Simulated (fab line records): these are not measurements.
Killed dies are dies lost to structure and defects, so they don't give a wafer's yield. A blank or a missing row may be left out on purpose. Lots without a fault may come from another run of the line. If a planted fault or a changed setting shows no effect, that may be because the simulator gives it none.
Matching of chambers + flow n5Finfet + rieDiel-06 running N5_BEOL_M6_DESCUM_33: 4 sister chambers
The step chemistry O2, time 7 s. 14 wafers are shown with their chamber, then 7 later ones without.

EACH WAFER AND ITS CHAMBER
| wafer  | chamber | throttleValvePct (%) | drypumpMotorCurrentA (A) | showerheadPlenumPTorr (Torr) |
|--------|---------|----------------------|--------------------------|------------------------------|
| L074.1 | 3       | 20.5                 | 5.6                      | 2.02                         |
| L074.4 | 0       | 20.2                 | 5.7                      | 2.23                         |
| L074.6 | 2       | 20.9                 | 5.6                      | 2.16                         |
| L078.1 | 0       | 20.2                 | 5.7                      | 2.22                         |
| L078.3 | 3       | 20.5                 | 5.6                      | 2.01                         |
| L078.5 | 1       | 20.1                 | 6.2                      | 2.05                         |
| L080.2 | 0       | 20.3                 | 5.7                      | 2.22                         |
| L080.4 | 2       | 20.9                 | 5.6                      | 2.15                         |
| L080.5 | 1       | 20.1                 | 6.2                      | 2.05                         |
| L082.1 | 1       | 20.1                 | 6.2                      | 2.04                         |
| L082.4 | 2       | 20.9                 | 5.6                      | 2.15                         |
| L082.6 | 3       | 20.5                 | 5.6                      | 2.01                         |
| L086.3 | 2       | 20.9                 | 5.5                      | 2.15                         |
| L086.4 | 3       | 20.5                 | 5.6                      | 2.01                         |

SIGNATURES, as means of the wafers listed above
| reading               | chamber 0 | chamber 1 | chamber 2 | chamber 3 | scatter within a chamber |
|-----------------------|-----------|-----------|-----------|-----------|--------------------------|
| throttleValvePct      | 20.233    | 20.100    | 20.900    | 20.500    | 0.0258                   |
| drypumpMotorCurrentA  | 5.700     | 6.200     | 5.575     | 5.600     | 0.0274                   |
| showerheadPlenumPTorr | 2.2233    | 2.0467    | 2.1525    | 2.0125    | 0.00532                  |
Rule: distance of a wafer from a chamber = root of the sum over the readings of ((wafer's reading minus chamber's mean) / reading's scatter) squared. The wafer belongs to the nearest chamber; if the next one is less than 2 further off, it can't be placed. The scatter is the square root of a quotient: the sum, over the shown wafers, of each reading's squared deviation from its chamber's mean, divided by wafers minus chambers.

WAFERS WITHOUT THEIR CHAMBER
| wafer  | throttleValvePct (%) | drypumpMotorCurrentA (A) | showerheadPlenumPTorr (Torr) |
|--------|----------------------|--------------------------|------------------------------|
| L086.6 | 20.9                 | 5.6                      | 2.15                         |
| L090.2 | 20.9                 | 5.6                      | 2.15                         |
| L090.5 | 20.5                 | 5.6                      | 2.01                         |
| L090.6 | 20.3                 | 5.7                      | 2.21                         |
| L095.1 | 20.3                 | 5.7                      | 2.21                         |
| L095.2 | 20.5                 | 5.6                      | 2.00                         |
| L095.3 | 20.2                 | 6.3                      | 2.04                         |

THE CHAMBER EACH PASSED THROUGH
| wafer  | from the rows above | in truth |
|--------|---------------------|----------|
| L086.6 | 2                   | 2        |
| L090.2 | 2                   | 2        |
| L090.5 | 3                   | 3        |
| L090.6 | 0                   | 0        |
| L095.1 | 0                   | 0        |
| L095.2 | 3                   | 3        |
| L095.3 | 1                   | 1        |
7 of 7 placed correctly. Not placeable from these rows: 0. Placed wrongly: 0.
